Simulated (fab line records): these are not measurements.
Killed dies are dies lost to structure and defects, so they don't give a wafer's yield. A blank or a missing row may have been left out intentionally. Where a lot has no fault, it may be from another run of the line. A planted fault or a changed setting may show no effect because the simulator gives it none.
Comparing a struck lot with a sound one    flow nand_harc    15 out of 1159 route steps
Sound: these wafers, L689.1, L689.3, L689.6. Struck: wafer L683.4. (L683.2, L683.5 of the same lot were not struck and are left out.) The cause comes at the end.
Each step with rows lists, per side, the tool, then ch with its chambers, then its first start. Under that, the readings that differ: sound wafers    struck wafers    difference of the means    sigmas: that difference in standard deviations of wafers without a fault.
alike: a reading whose means differ by less than 2 such deviations, as well as words and numbers matching on both sides. not compared: withheld readings; readings where some wafer has no value; bounds like >300 that might hide an equal value; numbers whose values overlap and for which the record gives no deviation.
The two part at a step that has a row with sigmas, a row that says differs or no value, or rows on one side only. Non-overlapping numbers with no deviation appear without sigmas and do not part them. A reading that every wafer of one side lacks parts them only if that side has two wafers or more.

NHARC_A_CONTACT_ETCH_137: etches the open film in C4F8/O2/Ar, time 132 s, target depth 1287 nm.
  sound on har_cap_etch-01 ch 0,1, day 22 16:36; struck on har_cap_etch-02 ch 0, day 21 11:23
  not compared: rf_hours_counter_h
NHARC_A_CONTACT_ETCH_138: etches the open film in C4F8/O2/Ar, time 132 s, target depth 1289 nm.
  sound on har_cap_etch-01 ch 0,1, day 22 16:43; struck on har_cap_etch-02 ch 0, day 21 11:34
  not compared: rf_hours_counter_h
then, 1 step without rows for these wafers: NHARC_A_CONTACT_ETCH_139 (etches the open film in C4F8/O2/Ar, time 137 s, target depth 590 nm).
NHARC_A_CONTACT_ETCH_92: etches the open film in CH3F/O2, target depth 40 nm, time 85.7 s.
  sound on rie_diel-07 ch 0,3, day 22 17:16; struck on rie_diel-07 ch 0, day 21 12:13
reading                 sound                 struck  difference  sigmas
throttle_valve_pct (%)  20.677 20.647 20.664  20.684  +0.021      +2
  alike: drypump_motor_current_A, oes_product_au, rf_vpp_V, showerhead_plenum_p_Torr
  not compared: rf_hours_counter_h
then, 1 step without rows for these wafers: NHARC_A_CONTACT_ETCH_98 (etches the open film in C4F6/O2, target depth 20 nm, time 10 s).
NHARC_A_CONTACT_CD_MEAS_15:
  struck on cd_sem-03, day 21 12:25; sound on cd_sem-01, day 22 17:30
reading     sound           struck  difference  sigmas
cd_nm (nm)  90.1 90.9 90.3  89.1    -1.3        -2
then, 4 steps without rows for these wafers: NHARC_A_CONTACT_STRIP_107 (strips in N2/H2); NHARC_A_CONTACT_STRIP_108 (strips in CF4/CHF3); NHARC_A_CONTACT_STRIP_109 (strips in O2/COS); NHARC_A_CONTACT_ETCH_110 (etches the open film in CF4/O2, target depth 50 nm, overetch 5 nm, time 27.5 s).
NHARC_A_CONTACT_STRIP_26: strips in O2.
  sound: rie_diel-07 ch 0,3; struck: rie_diel-07 ch 2
reading                sound              struck  difference  sigmas
oes_product_au (a.u.)  0.990 0.982 0.999  1.041   +0.051      +3
rf_vpp_V (V)           58.1 58.5 59.9     57.0    -1.8        -2
  alike: drypump_motor_current_A, showerhead_plenum_p_Torr, throttle_valve_pct
  not compared: rf_hours_counter_h
then, 1 step without rows for these wafers: NHARC_A_CONTACT_STRIP_27 (strips in post etch residue remover, time 600 s).
NHARC_A_CONTACT_ALD_18: deposits TiN, target thk 3 nm, pulse time 1 s, ald cycles 150.
  sound on ald_metal-03 ch 0,1,2, day 22 18:39; struck on ald_metal-01 ch 0, day 21 13:26
reading     sound        struck  difference  sigmas
ald_cycles  150 150 150  69      -81         
  alike: heater_power_w, precursor_pulse_height_rel
NHARC_A_CONTACT_CVD_19: deposits W, target thk 300 nm, time 802 s.
  sound: cvd_w-01 ch 1; struck: cvd_w-02 ch 0
  alike: heater_power_w, throttle_valve_pct
-- break in the record here, with 3 days between the starts of the struck wafers on either side (left off in module A_CONTACT, picked up again in module END, where the first step shown is number 1159 on the route) --
NHARC_END_SORT_01:
  only the struck wafers appear in the record here, on prober-02 ch 0 at day 24 17:55; the sound ones have no rows

WHERE THEY PART
First at NHARC_A_CONTACT_ETCH_92; last, within this record, at NHARC_END_SORT_01.

WHY: what the simulator had put in
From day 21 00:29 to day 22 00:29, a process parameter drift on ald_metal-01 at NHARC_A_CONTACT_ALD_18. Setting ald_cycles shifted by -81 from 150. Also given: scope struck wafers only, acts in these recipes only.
